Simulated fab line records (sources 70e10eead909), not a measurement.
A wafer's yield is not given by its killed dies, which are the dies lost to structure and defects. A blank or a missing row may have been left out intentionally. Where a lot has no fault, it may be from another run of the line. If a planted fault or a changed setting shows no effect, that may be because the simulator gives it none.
What tool caused it? ; flow nand harc ; 6 lots with 18 wafers sampled at 5 steps, on a route of 1159 steps

## WHAT THE GAUGES SHOWED, per wafer
NHARC_END_SORT_01.
lot;measured;on;killed at array
L320;day 23 22:32;prober-02;31 29 28

## WHAT TOOL EACH LOT RAN ON (gives the tool, then ch and the chambers of the sampled wafers, and finally the start)
lot;NHARC_A_SLIT_ETCH_24;NHARC_A_WL_FILL_ALD_00;NHARC_A_WL_FILL_RTA_01;NHARC_A_WL_FILL_ALD_02
L304;rie diel-01 ch 0,3, day 14 19:44;ald hk-03 ch 0,2,3, day 15 07:44;rtp anneal-01 ch 0, day 15 08:01;ald metal-04 ch 1,2, day 15 08:14
L308;rie diel-04 ch 1,2, day 15 16:46;ald hk-03 ch 0,1,2, day 16 03:52;rtp anneal-02 ch 0, day 16 04:13;ald metal-04 ch 0,1,3, day 16 04:33
L313;rie diel-01 ch 0,2, day 16 21:05;ald hk-02 ch 0,1, day 17 07:26;rtp anneal-02 ch 0, day 17 07:41;ald metal-01 ch 0,2,3, day 17 07:59
L320;rie diel-01 ch 2,3, day 18 19:20;ald hk-01 ch 2,3, day 19 07:23;rtp anneal-01 ch 0, day 19 07:40;ald metal-03 ch 1,2,3, day 19 07:57
L323;rie diel-04 ch 1,2,3, day 19 17:08;ald hk-01 ch 0,2,3, day 20 06:23;rtp anneal-02 ch 0, day 20 06:39;ald metal-04 ch 0,1,2, day 20 06:52
L325;rie diel-10 ch 1,2, day 20 16:36;ald hk-01 ch 0,1,3, day 21 06:38;rtp anneal-02 ch 0, day 21 07:03;ald metal-04 ch 1,3, day 21 07:14
- NHARC_A_SLIT_ETCH_24: etches the open film in CF4/CHF3, target depth 121 nm, time 60.5 s.
- NHARC_A_WL_FILL_ALD_00: deposits Al2O3, target thk 3 nm, pulse time 3 s, ald cycles 30.
- NHARC_A_WL_FILL_RTA_01: time 5 s.
- NHARC_A_WL_FILL_ALD_02: deposits TiN, target thk 2 nm, pulse time 3 s, ald cycles 100.

## THE ANSWER, worked out from the rows above alone
Rule: what is usual is taken from the lots themselves. The widest of any qualifying gaps counts: lots, ordered by their means at a reading, are off when they make up no more than a third of the lots, leave a main group of 4 or more, and stand apart from it by 3 or more times the standard deviation of that group's means. If all means in a main group match to the digits the tables above print for the reading, that group is not used. A lot without any number at a reading at which 4 lots or more have one is off too. The other lots that the step has rows for count as sound.
Across all readings shown, no lot is off: no conclusion can be drawn from this.

## WHAT THE SIMULATOR HAD INSERTED
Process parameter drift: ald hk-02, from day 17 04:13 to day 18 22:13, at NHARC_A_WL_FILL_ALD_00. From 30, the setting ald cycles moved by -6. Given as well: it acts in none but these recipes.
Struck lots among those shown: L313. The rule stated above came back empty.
